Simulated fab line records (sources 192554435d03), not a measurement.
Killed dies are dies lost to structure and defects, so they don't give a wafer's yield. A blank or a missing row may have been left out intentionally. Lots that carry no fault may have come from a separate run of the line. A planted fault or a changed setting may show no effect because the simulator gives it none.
One fault through the eyes of 3 desks ; flow n5Finfet ; each desk holds nothing but its own numbers, with what lay behind them at the end

## METROLOGY DESK
What the gauges read for every lot (on any tool): the sampled wafers with a number, averaged. If a lot's mean is further than 4 standard deviations from the usual mean, the lot is out of limits and carries the mark OUT (the distance appears in the brackets). Shown are 7 of the 12 readings it has, namely the first that went out of limits plus those furthest out on some lot.
Columns: A = CJ_P at N5_BEOL_M4_RC_MEAS_101, usual 5.77; B = DIBL_P at N5_BEOL_M4_RC_MEAS_101, usual 35.8 mV/V; C = IOFF_P at N5_BEOL_M4_RC_MEAS_101, usual 0.20 nA/um; D = IOFF_P_LONG at N5_BEOL_M4_RC_MEAS_101, usual 0.000104 nA/um; E = ION_P at N5_BEOL_M4_RC_MEAS_101, usual 460 uA/um; F = VT_N at N5_BEOL_M4_RC_MEAS_101, usual 250 mV; G = VT_P at N5_BEOL_M4_RC_MEAS_101, usual -251 mV
lot;first seen here;A;B;C;D;E;F;G
L228;day 8 09:44;5.71;37.3;0.24;0.000106;461;248;-247
L225;day 8 10:06;5.53;36.9;0.23;0.000109;467;249;-247
L231;day 9 08:45;5.89;37.9;0.22;0.000105;454;249;-251
L235;day 10 21:30;5.66;35.6;0.22;0.000109;465;249;-247
L237;day 10 21:58;5.81;35.2;0.18;0.000104;457;252;-251
L238;day 11 15:01;6.13;35.3;0.19;0.000108;461;252;-251
L239;day 11 21:53;5.83;36.6;0.18;0.000093;457;251;-254
L241;day 12 02:13;7.26 (+6.8) OUT;34.2;0.17;0.000146 (+4.9) OUT;459;251;-254
L243;day 12 10:33;7.31 (+7.0) OUT;35.5;0.16;0.000135;450;254;-257
L240;day 12 17:39;5.87;34.9;0.20;0.000110;464;251;-249
This desk's result: L241, L243 out of limits, first on L241 (CJ_P at N5_BEOL_M4_RC_MEAS_101), day 12 02:13. L228, L225, L231, L235, L237, L238, L239, L240: within limits.

## DESK OF THE TOOL OWNER: implanter-02
The tool's own readings at N5_WELL_APT_IMPLANT_15, given as means over the sampled wafers that have a number, one for each lot that went through this tool. If a lot's mean is further than 4 standard deviations from the usual mean, the lot is out of limits and carries the mark OUT (the distance appears in the brackets).
Columns: A = beamEnergyKeV at N5_WELL_APT_IMPLANT_15, usual 24.999; B = doseIonsCm2 at N5_WELL_APT_IMPLANT_15, usual 1.5003e+13; C = faradayCurrentUA at N5_WELL_APT_IMPLANT_15, usual 190
lot;first seen here;A;B;C
L225;day 1 14:30;24.995;1.5005e+13;191
L231;day 3 02:31;25.002;1.5005e+13;191
L235;day 4 02:35;24.997;1.4999e+13;192
L237;day 4 14:17;25.005;1.5006e+13;188
L239;day 5 06:17;24.994;1.4998e+13;193
L241;day 5 14:25;24.999;2.5000e+13 (+99 or more) OUT;320 (+35) OUT
L243;day 6 01:59;24.999;2.4993e+13 (+99 or more) OUT;319 (+35) OUT
This desk finds L241, L243 out of limits, L241 being first, at day 5 14:25 (doseIonsCm2 at N5_WELL_APT_IMPLANT_15). L225, L231, L235, L237, L239: within limits.

## THE DEFECT DESK
Counts from the inspections along the route, per lot, as means over the sampled wafers that have a number. If a lot's mean is further than 4 standard deviations from the usual mean, the lot is out of limits and carries the mark OUT (the distance appears in the brackets).
Columns: A = rawDefectCount at N5_WELL_APT_INSPECT_27, usual 2.0; B = rawDefectCount at N5_WELL_APT_INSPECT_38, usual 13
lot;first seen here;A;B
L225;day 1 15:26;1.0;14
L228;day 2 08:56;1.3;14
L231;day 3 03:18;1.0;16
L235;day 4 03:25;2.0;17
L237;day 4 15:14;2.3;14
L238;day 4 21:00;2.3;12
L239;day 5 07:28;2.3;12
L240;day 5 09:23;2.7;9
L241;day 5 15:33;3.3;11
L243;day 6 02:46;2.0;20
This desk's verdict: no lot among the 10 shows anything out of limits.

## ALL TOGETHER
At day 5 14:25, on L241, L243, the tool owner's desk was in a position to raise an alarm.
Metrology desk: alarm possible at day 12 02:13 on L241, L243.
Nothing the defect desk looked at was out of limits.
The defect desk has L241, L243 on record, within its limits.
The lots listed all ran N5_WELL_APT_IMPLANT_15 on implanter-02.

## WHAT THE SIMULATOR HAD PUT IN
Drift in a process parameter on implanter-02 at N5_WELL_APT_IMPLANT_15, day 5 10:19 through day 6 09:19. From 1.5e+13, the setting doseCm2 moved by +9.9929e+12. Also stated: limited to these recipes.
Struck lots among those shown: L241, L243.
Time in hours from fault onset to the first out-of-limits reading at each desk: tool owner's desk 4, metrology desk 160.
